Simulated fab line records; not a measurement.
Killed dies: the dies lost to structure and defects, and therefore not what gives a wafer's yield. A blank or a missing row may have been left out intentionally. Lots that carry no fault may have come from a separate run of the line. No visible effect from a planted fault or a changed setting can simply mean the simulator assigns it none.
fab line records | flow nandHarc | part 1 of 2: steps 1 to 23 of 29
record lots=5 wafers=15 lastDay=33
route steps=1302 shown A_CONTACT@1056
lots with no fault: from the same line, run without faults
startH: start of the lot's first displayed wafer, in hours after the record's first day | waitH: how many hours have passed since the lot's step before this one | " the same as in the row above | L1.1+2: one row covering several wafers at once | - no value, or no start was given | * or withheld: withheld | < > ~ a bound
route shown NAME@n: a module of which the file shows steps, and the number in the route of the first | usual: mean and standard deviation over wafers with no fault | same: alike in all rows | chamber/n: place in a boat | sites: per-site readings | _std_site: standard deviation across them | _edge_site: the outer-site mean with the inner-site mean subtracted | radiusMm: for every site, how far away it sits from the centre of the wafer | mask NAME#n: copy n | behind: the tool/chamber that last shaped the wafer | hold: cause of the lot's hold/its duration in hours/its outcome | device: the transistor (n, p or np) that didn't switch | end of line: the tests these same wafers got at the end of their route | a step with no rows: only its recipe | killed: dies that structure and defects cost at the first sort, which is not the same as the wafer's yield | map: a wafer's dies, marking killed ones x, the rest . and places with no die _
set.NAME: the setting the step ran with; set.NAME@STEP: the setting that earlier step ran with | model.NAME: the simulator's own value behind a step, which no gauge read
a table for each step, a row for each wafer; lots at some steps of the route
services: from which hour (startH, from the record's first day; less than 0 if before it) a tool's chamber was out of use, for how many hours, and why
## steps
# step NHARC_A_CONTACT_ETCH_133
# recipe sourceW=withheld pressureMtorr=20 biasV=400 timeS=374 targetDepthA=16100 arFlowSccm=withheld c4f8FlowSccm=11.5 o2FlowSccm=7.2 chemistry=C4F8/O2/Ar
# columns lot.wafer tool chamber startH waitH rfHoursCounterH
L083.2 harCapEtch-02 1 603.49 0.1 106
L083.1 " 0 " " 106
L083.3 " 1 " " -
L092.1 harCapEtch-02 0 701.46 0.2 122
L092.3 " 1 " " -
L092.4 " 0 " " -
L093.2 harCapEtch-02 0 707.75 0.1 124
L093.3 " 0 " " -
L093.4 " 1 " " -
L095.4 harCapEtch-01 0 715.03 0.3 -
L095.5 " 1 " " -
L095.6 " 0 " " -
L096.4 harCapEtch-02 0 734.41 0.2 -
L096.3 " 1 " " -
L096.5 " 0 " " -
# step NHARC_A_CONTACT_ETCH_91
# recipe targetDepthA=400 overEtchFrac=0.5 timeS=85.7 ionEnergyEv=120 ch3fFlowSccm=50 o2FlowSccm=30 arFlowSccm=200 rfW=500 biasW=100 chemistry=CH3F/O2
# usual drypumpMotorCurrentA=5.9/0.61 oesProductAu=0.935/0.028 rfVppV=244.3/1.6 showerheadPlenumPTorr=2.45/0.11 throttleValvePct=20.663/0.0091
# columns lot.wafer tool chamber startH waitH drypumpMotorCurrentA oesProductAu rfHoursCounterH rfVppV showerheadPlenumPTorr throttleValvePct
L083.2 rieDiel-03 2 604.28 0.7 4.9 1.004 47 244.7 2.44 20.661
L083.1 " 0 " " 6.5 1.013 45 247.1 2.52 20.667
L083.3 " 1 " " 5.7 1.001 37 244.4 2.47 20.675
L092.1 rieDiel-05 2 702.22 0.7 5.4 0.929 37 243.7 2.42 20.669
L092.3 " 3 " " 5.7 0.927 33 245.0 2.50 20.657
L092.4 " 0 " " 5.7 0.929 - 245.0 2.40 20.658
L093.4 rieDiel-04 1 708.56 0.5 6.5 0.918 29 246.2 2.64 20.655
L093.2 " 2 " " 6.4 0.925 30 243.1 2.42 20.661
L093.3 " 3 " " 6.5 0.931 29 243.3 2.39 20.669
L095.4 rieDiel-03 3 715.60 0.5 5.9 0.917 23 247.4 2.63 20.665
L095.5 " 3 " " 5.9 0.913 - 248.1 2.63 20.665
L095.6 " 0 " " 6.5 0.919 - 243.0 2.50 20.654
L096.4 rieDiel-04 3 735.06 0.6 6.5 0.926 4 242.8 2.39 20.667
L096.3 " 1 " " 6.4 0.933 4 246.1 2.64 20.671
L096.5 " 0 " " 4.8 0.928 - 243.5 2.35 20.657
# step NHARC_A_CONTACT_ETCH_97
# recipe targetDepthA=200 overEtchFrac=0.5 timeS=10 ionEnergyEv=250 c4f6FlowSccm=25 o2FlowSccm=20 arFlowSccm=500 rfW=600 biasW=500 chemistry=C4F6/O2
# usual drypumpMotorCurrentA=5.9/0.6 oesProductAu=0.954/0.023 rfVppV=547/3.4 showerheadPlenumPTorr=3.92/0.16 throttleValvePct=26.903/0.0084
# columns lot.wafer tool chamber startH waitH drypumpMotorCurrentA oesProductAu rfHoursCounterH rfVppV showerheadPlenumPTorr throttleValvePct
L083.2 rieDiel-03 1 - - 5.7 1.004 37 547 3.95 26.901
L083.3 " 2 " " 5.0 1.000 47 546 3.89 26.895
L083.1 " 0 " " 6.5 1.009 45 548 4.01 26.919
L092.3 rieDiel-05 3 702.41 0.1 5.8 0.966 33 549 3.98 26.898
L092.1 " 0 " " 5.7 0.971 38 544 3.83 26.903
L092.4 " 3 " " 5.8 0.972 - 549 3.98 26.901
L093.4 rieDiel-04 0 - - 4.8 0.951 27 544 3.76 26.902
L093.3 " 1 " " 6.5 0.946 29 552 4.19 26.901
L093.2 " 2 " " 6.4 0.937 30 545 3.87 26.905
L095.4 rieDiel-03 2 - - 4.9 0.938 27 546 3.87 26.901
L095.5 " 3 " " 5.9 0.947 - 551 4.18 26.905
L095.6 " 0 " " 6.5 0.941 - 547 3.99 26.918
L096.3 rieDiel-04 0 - - 4.8 0.957 3 544 3.76 26.889
L096.4 " 1 " " 6.4 0.940 4 553 4.19 26.909
L096.5 " 0 " " 4.8 0.953 - 544 3.76 26.923
# step NHARC_A_CONTACT_CD_MEAS_80
# usual cdNm=289.6/0.6
# columns lot.wafer tool chamber startH waitH cdNm
L083.1 cdSem-02 - 604.49 - 289.1
L083.2 " - " " 290.1
L083.3 " - " " 289.9
L092.1 cdSem-03 - 702.50 - 289.9
L092.3 " - " " 289.1
L092.4 " - " " 289.9
L093.2 cdSem-01 - 708.76 - 289.5
L093.3 " - " " 289.1
L093.4 " - " " 289.0
L095.4 cdSem-03 - 715.83 - 289.2
L095.5 " - " " 290.1
L095.6 " - " " 288.7
L096.3 cdSem-01 - 735.29 - 290.8
L096.4 " - " " 290.1
L096.5 " - " " 290.3
# step NHARC_A_CONTACT_STRIP_103
# recipe n2FlowSccm=150 h2FlowSccm=150 arFlowSccm=0 biasW=0 chemistry=N2/H2
# columns lot.wafer tool chamber startH waitH
L083.1+3+2 rieDiel-03 3,1,2 604.60 0.1
L092.4+1+3 rieDiel-04 2,3,0 702.59 0.1
L093.2+3+4 rieDiel-04 1,3,0 708.84 0.1
L095.4+6+5 rieDiel-03 0,1,2 715.92 0.1
L096.3+4+5 rieDiel-05 2,3,1 735.36 0.1
# step NHARC_A_CONTACT_STRIP_104
# recipe cf4FlowSccm=100 chf3FlowSccm=30 arFlowSccm=0 biasW=0 chemistry=CF4/CHF3
# columns lot.wafer tool chamber startH waitH
L083.2+1+3 rieDiel-03 1,3,0 604.69 0.1
L092.4+3+1 rieDiel-04 3,0,1 702.67 0.1
L093.3+2+4 rieDiel-05 3,0,3 709.30 0.4
L095.4+6+5 rieDiel-03 3,2,3 715.99 0.1
L096.4+3+5 rieDiel-05 2,1,2 735.45 0.1
# step NHARC_A_CONTACT_STRIP_105
# recipe o2FlowSccm=400 cosFlowSccm=20 arFlowSccm=0 biasW=0 chemistry=O2/COS
# columns lot.wafer tool chamber startH waitH
L083.3+2+1 rieDiel-03 2,3,0 604.95 0.3
L092.1+4+3 rieDiel-04 1,2,0 702.73 0.1
L093.3+2+4 rieDiel-05 0,3,3 709.43 0.1
L095.4+6+5 rieDiel-03 0,1,2 716.06 0.1
L096.3+4+5 rieDiel-05 2,3,1 735.51 0.1
# step NHARC_A_CONTACT_ETCH_106
# recipe targetDepthA=900 overetchA=90 timeS=49.5 ionEnergyEv=100 cf4FlowSccm=80 o2FlowSccm=20 arFlowSccm=0 rfW=300 biasW=100 chemistry=CF4/O2
# usual drypumpMotorCurrentA=5.8/0.57 oesProductAu=0.997/0.0098 rfVppV=197.7/1.4 showerheadPlenumPTorr=1.34/0.055 throttleValvePct=13.396/0.009
# columns lot.wafer tool chamber startH waitH drypumpMotorCurrentA oesProductAu rfHoursCounterH rfVppV showerheadPlenumPTorr throttleValvePct
L083.1 rieDiel-03 2 605.01 0.0 4.9 1.007 47 198.1 1.32 13.392
L083.3 " 0 " " 6.5 1.010 45 198.2 1.37 13.383
L083.2 " 1 " " 5.7 1.009 38 197.8 1.34 13.394
L092.4 rieDiel-04 2 702.79 0.1 6.4 0.998 29 198.3 1.32 13.403
L092.3 " 3 " " 6.5 0.997 27 196.8 1.30 13.410
L092.1 " 1 " " 6.5 0.978 27 199.6 1.43 13.386
L093.2 rieDiel-05 0 709.53 0.1 5.7 1.003 41 197.4 1.30 13.401
L093.3 " 2 " " 5.4 0.994 40 197.2 1.31 13.386
L093.4 " 3 " " 5.8 0.990 - 198.1 1.36 13.402
L095.4 rieDiel-03 1 716.11 0.0 5.7 1.015 30 198.5 1.33 13.401
L095.6 " 1 " " 5.7 1.005 - 196.6 1.33 13.406
L095.5 " 2 " " 4.9 1.008 - 197.2 1.32 13.397
L096.4 rieDiel-05 3 735.57 0.1 5.8 1.003 44 197.8 1.35 13.385
L096.3 " 0 " " 5.7 1.004 49 197.1 1.30 13.399
L096.5 " 0 " " 5.7 0.996 - 196.7 1.30 13.382
# step NHARC_A_CONTACT_STRIP_82
# recipe o2FlowSccm=500 arFlowSccm=0 biasW=0 chemistry=O2
# usual drypumpMotorCurrentA=5.9/0.58 oesProductAu=0.997/0.0098 rfVppV=57.9/0.84 showerheadPlenumPTorr=3.53/0.14 throttleValvePct=17.036/0.0088
# columns lot.wafer tool chamber startH waitH drypumpMotorCurrentA oesProductAu rfHoursCounterH rfVppV showerheadPlenumPTorr throttleValvePct
L083.2 rieDiel-03 0 - - 6.6 1.015 45 58.8 3.61 17.023
L083.3 " 2 " " 5.0 1.000 47 57.7 3.50 17.036
L083.1 " 3 " " 5.9 0.988 46 59.7 3.78 17.038
L092.4 rieDiel-04 2 - - 6.4 0.990 29 57.9 3.48 17.032
L092.1 " 0 " " 4.8 0.985 25 57.8 3.38 17.028
L092.3 " 1 " " 6.5 0.990 27 59.3 3.78 17.029
L093.3 rieDiel-05 0 - - 5.7 0.999 41 58.9 3.45 17.040
L093.2 " 3 " " 5.7 0.997 36 57.7 3.58 17.034
L093.4 " 3 " " 5.8 0.997 - 56.3 3.58 17.037
L095.4 rieDiel-03 1 - - 5.7 1.007 30 57.2 3.52 17.040
L095.6 " 0 " " 6.5 0.992 - 57.5 3.59 17.047
L095.5 " 1 " " 5.7 1.012 - 57.7 3.52 17.031
L096.3 rieDiel-05 1 - - 6.1 0.983 51 56.8 3.26 17.040
L096.4 " 0 " " 5.7 0.994 49 57.3 3.44 17.042
L096.5 " 2 " " 5.4 0.989 - 56.7 3.46 17.054
# step NHARC_A_CONTACT_STRIP_83
# recipe timeS=600 tempC=30 chemistry=postEtchResidueRemover
# columns lot.wafer tool chamber startH waitH
L083.1+2+3 wetBench-05 0,3,4 605.44 -
L092.4+1+3 wetBench-05 4,5,6 703.19 -
L093.4+2+3 wetBench-07 4,5,7 710.00 -
L095.4+5+6 wetBench-05 2,3,4 716.53 -
L096.3+5+4 wetBench-07 0,2,3 735.97 -
# step NHARC_A_CONTACT_DEP_84
# recipe targetThkA=28000 tempC=400 material=aC
# usual susceptorTempC=399.99/0.18 throttleValvePct=35.001/0.0093
# columns lot.wafer tool chamber startH waitH susceptorTempC throttleValvePct
L083.1 aclDep-03 0 607.01 - 400.22 35.001
L083.2 " 0 " " 399.84 34.990
L083.3 " 0 " " 400.28 35.013
L092.1 aclDep-01 0 703.54 - - 34.989
L092.3 " 0 " " - 35.004
L092.4 " 0 " " - 34.998
L093.2 aclDep-01 0 711.77 - - 35.010
L093.3 " 0 " " - 35.008
L093.4 " 0 " " - 34.998
L095.4 aclDep-02 0 717.63 - 400.30 34.990
L095.5 " 0 " " 400.25 35.004
L095.6 " 0 " " 400.14 35.010
L096.3 aclDep-03 0 741.38 - 400.05 34.993
L096.4 " 0 " " 399.72 35.015
L096.5 " 0 " " 400.14 34.998
# step NHARC_A_CONTACT_DEP_85
# recipe targetThkA=600 targetThkNm=60 tempC=400 pressureTorr=3.5 flowSccm=200 rfW=350 material=SiON
# usual heaterPowerW=752/74 susceptorTempC=399.97/0.22
# columns lot.wafer tool chamber startH waitH heaterPowerW susceptorTempC
L083.1 pecvd-01 1 608.77 1.5 669 399.51
L083.2 " 2 " " 812 399.73
L083.3 " 0 " " 608 399.70
L092.3 pecvd-01 2 705.29 0.9 742 400.36
L092.1 " 0 " " 743 399.77
L092.4 " 0 " " 753 399.66
L093.3 pecvd-04 2 713.21 0.9 755 400.22
L093.2 " 1 " " 716 399.96
L093.4 " 0 " " 655 400.46
L095.6 pecvd-01 2 718.60 0.1 850 399.99
L095.5 " 0 " " 720 400.20
L095.4 " 1 " " 658 399.96
L096.3 pecvd-03 0 742.55 0.9 866 399.81
L096.4 " 0 " " 872 399.96
L096.5 " 1 " " 770 400.10
# step NHARC_A_CONTACT_DEHYDRATE_00
# recipe tempC=150 timeS=120
# usual resistLineTempC=22.99/0.12
# columns lot.wafer tool chamber startH waitH resistLineTempC
L083.1 lithoTrack-04 0 609.04 0.2 23.02
L083.2 " 0 " " 23.04
L083.3 " 0 " " 23.11
L092.1 lithoTrack-04 0 705.53 0.2 23.19
L092.3 " 0 " " 23.17
L092.4 " 0 " " 22.98
L093.2 lithoTrack-06 0 713.48 0.2 23.02
L093.3 " 0 " " 22.85
L093.4 " 0 " " 22.81
L095.4 lithoTrack-01 0 718.79 0.1 23.03
L095.5 " 0 " " 23.12
L095.6 " 0 " " 23.04
L096.3 lithoTrack-06 0 742.85 0.3 22.94
L096.4 " 0 " " 23.05
L096.5 " 0 " " 23.02
# step NHARC_A_CONTACT_HMDS_01
# recipe timeS=30
# usual resistLineTempC=22.99/0.1
# columns lot.wafer tool chamber startH waitH resistLineTempC
L083.1 lithoTrack-04 0 - - 22.97
L083.2 " 0 " " 22.88
L083.3 " 0 " " 23.02
L092.1 lithoTrack-04 0 - - 23.01
L092.3 " 0 " " 22.87
L092.4 " 0 " " 22.87
L093.2 lithoTrack-06 0 - - 22.89
L093.3 " 0 " " 22.94
L093.4 " 0 " " 22.92
L095.4 lithoTrack-01 0 - - 23.03
L095.5 " 0 " " 23.03
L095.6 " 0 " " 23.07
L096.3 lithoTrack-06 0 - - 23.03
L096.4 " 0 " " 23.21
L096.5 " 0 " " 22.99
# step NHARC_A_CONTACT_COAT_86
# recipe tempC=260 timeS=75
# usual resistLineTempC=22.98/0.099
# columns lot.wafer tool chamber startH waitH resistLineTempC
L083.1 lithoTrack-04 0 - - 22.85
L083.2 " 0 " " 22.88
L083.3 " 0 " " 22.89
L092.1 lithoTrack-04 0 - - 22.89
L092.3 " 0 " " 22.92
L092.4 " 0 " " 23.15
L093.2 lithoTrack-06 0 - - 22.89
L093.3 " 0 " " 22.79
L093.4 " 0 " " 22.87
L095.4 lithoTrack-01 0 - - 23.04
L095.5 " 0 " " 23.07
L095.6 " 0 " " 23.10
L096.3 lithoTrack-06 0 - - 22.81
L096.4 " 0 " " 22.89
L096.5 " 0 " " 22.76
# step NHARC_A_CONTACT_COAT_87
# recipe tempC=225 timeS=65
# usual resistLineTempC=22.98/0.094
# columns lot.wafer tool chamber startH waitH resistLineTempC
L083.1 lithoTrack-04 0 - - 22.76
L083.2 " 0 " " 22.92
L083.3 " 0 " " 22.95
L092.1 lithoTrack-04 0 - - 22.87
L092.3 " 0 " " 22.88
L092.4 " 0 " " 22.95
L093.2 lithoTrack-06 0 - - 23.06
L093.3 " 0 " " 23.03
L093.4 " 0 " " 22.99
L095.4 lithoTrack-01 0 - - 22.93
L095.5 " 0 " " 23.06
L095.6 " 0 " " 22.96
L096.3 lithoTrack-06 0 - - 23.04
L096.4 " 0 " " 23.06
L096.5 " 0 " " 23.05
# step NHARC_A_CONTACT_COAT_02
# recipe spinRpm=1500 resistThkNm=90
# usual resistLineTempC=22.98/0.11 spinSpeedRpm=1500.2/0.83
# columns lot.wafer tool chamber startH waitH resistLineTempC spinSpeedRpm
L083.1 lithoTrack-04 0 - - 22.86 1500.5
L083.2 " 0 " " 23.00 1500.7
L083.3 " 0 " " 22.95 1500.3
L092.1 lithoTrack-04 0 - - 23.06 1499.7
L092.3 " 0 " " 22.95 1500.6
L092.4 " 0 " " 22.89 1500.1
L093.2 lithoTrack-06 0 - - 22.87 1499.9
L093.3 " 0 " " 22.96 1500.1
L093.4 " 0 " " 23.11 1501.7
L095.4 lithoTrack-01 0 - - 22.83 1500.7
L095.5 " 0 " " 22.88 1500.6
L095.6 " 0 " " 23.05 1501.1
L096.3 lithoTrack-06 0 - - 22.84 1500.1
L096.4 " 0 " " 23.06 1501.0
L096.5 " 0 " " 23.14 1500.0
# step NHARC_A_CONTACT_SOFTBAKE_03
# recipe tempC=105 timeS=55
# usual resistLineTempC=22.99/0.11
# columns lot.wafer tool chamber startH waitH resistLineTempC
L083.1 lithoTrack-04 0 - - 23.06
L083.2 " 0 " " 22.99
L083.3 " 0 " " 23.22
L092.1 lithoTrack-04 0 - - 22.92
L092.3 " 0 " " 22.88
L092.4 " 0 " " 22.94
L093.2 lithoTrack-06 0 - - 22.78
L093.3 " 0 " " 22.80
L093.4 " 0 " " 22.73
L095.4 lithoTrack-01 0 - - 22.96
L095.5 " 0 " " 22.93
L095.6 " 0 " " 23.04
L096.3 lithoTrack-06 0 - - 22.86
L096.4 " 0 " " 23.08
L096.5 " 0 " " 22.97
# step NHARC_A_CONTACT_EBR_04
# usual resistLineTempC=23.00/0.1
# columns lot.wafer tool chamber startH waitH resistLineTempC
L083.1 lithoTrack-04 0 - - 22.96
L083.2 " 0 " " 22.99
L083.3 " 0 " " 23.12
L092.1 lithoTrack-04 0 - - 23.15
L092.3 " 0 " " 22.91
L092.4 " 0 " " 23.05
L093.2 lithoTrack-06 0 - - 22.97
L093.3 " 0 " " 22.91
L093.4 " 0 " " 22.83
L095.4 lithoTrack-01 0 - - 23.01
L095.5 " 0 " " 23.16
L095.6 " 0 " " 23.06
L096.3 lithoTrack-06 0 - - 22.93
L096.4 " 0 " " 22.93
L096.5 " 0 " " 23.06
# step NHARC_A_CONTACT_EXPOSE_05
# recipe na=1.35 sigmaOuter=0.8 doseMj=84.24 maskId=A_CC
# usual focusOffsetNm=0.1/0.53
# columns lot.wafer tool chamber startH waitH mask focusOffsetNm
L083.1 arfiScanner-03 0 609.35 - A_CC#0 1.1
L083.2 " 0 " " A_CC#0 0.1
L083.3 " 0 " " A_CC#0 0.1
L092.1 arfiScanner-02 0 705.72 - A_CC#0 0.0
L092.3 " 0 " " A_CC#0 -0.7
L092.4 " 0 " " A_CC#0 -1.9
L093.2 arfiScanner-01 0 713.80 - A_CC#0 0.6
L093.3 " 0 " " A_CC#0 -0.7
L093.4 " 0 " " A_CC#0 0.9
L095.4 arfiScanner-01 0 718.98 - A_CC#0 0.4
L095.5 " 0 " " A_CC#0 0.4
L095.6 " 0 " " A_CC#0 -0.2
L096.3 arfiScanner-03 0 743.17 - A_CC#0 0.4
L096.4 " 0 " " A_CC#0 -0.2
L096.5 " 0 " " A_CC#0 0.1
# step NHARC_A_CONTACT_PEB_06
# recipe pebTempC=100 pebTimeS=65
# usual resistLineTempC=23.02/0.11
# columns lot.wafer tool chamber startH waitH resistLineTempC
L083.1 lithoTrack-01 0 609.41 0.1 23.13
L083.2 " 0 " " 23.10
L083.3 " 0 " " 22.93
L092.1 lithoTrack-01 0 705.78 0.1 23.03
L092.3 " 0 " " 23.06
L092.4 " 0 " " 23.19
L093.2 lithoTrack-01 0 713.85 0.1 23.04
L093.3 " 0 " " 23.10
L093.4 " 0 " " 22.90
L095.4 lithoTrack-04 0 719.03 0.0 22.96
L095.5 " 0 " " 22.98
L095.6 " 0 " " 22.88
L096.3 lithoTrack-04 0 743.22 0.0 23.02
L096.4 " 0 " " 23.06
L096.5 " 0 " " 22.92
# step NHARC_A_CONTACT_DEVELOP_07
# recipe developTimeS=35 devTempC=23
# usual resistLineTempC=23.01/0.1
# columns lot.wafer tool chamber startH waitH resistLineTempC
L083.1 lithoTrack-01 0 - - 23.17
L083.2 " 0 " " 22.97
L083.3 " 0 " " 22.87
L092.1 lithoTrack-01 0 - - 22.83
L092.3 " 0 " " 22.97
L092.4 " 0 " " 22.90
L093.2 lithoTrack-01 0 - - 22.87
L093.3 " 0 " " 22.94
L093.4 " 0 " " 22.98
L095.4 lithoTrack-04 0 - - 23.15
L095.5 " 0 " " 23.07
L095.6 " 0 " " 23.03
L096.3 lithoTrack-04 0 - - 23.05
L096.4 " 0 " " 22.97
L096.5 " 0 " " 22.98
# step NHARC_A_CONTACT_CD_MEAS_08
# recipe targetCdNm=200 landingEnergyEv=500
# usual cdNm=199.9/0.62
# columns lot.wafer tool chamber startH waitH cdNm
L083.1 cdSem-03 0 609.49 - 199.4
L083.2 " 0 " " 199.9
L083.3 " 0 " " 199.7
L092.1 cdSem-02 0 705.86 - 199.2
L092.3 " 0 " " 199.4
L092.4 " 0 " " 199.4
L093.2 cdSem-01 0 713.93 - 200.3
L093.3 " 0 " " 200.1
L093.4 " 0 " " 199.8
L095.4 cdSem-01 0 719.12 - 200.3
L095.5 " 0 " " 200.0
L095.6 " 0 " " 200.1
L096.3 cdSem-03 0 743.31 - 199.5
L096.4 " 0 " " 199.6
L096.5 " 0 " " 198.8
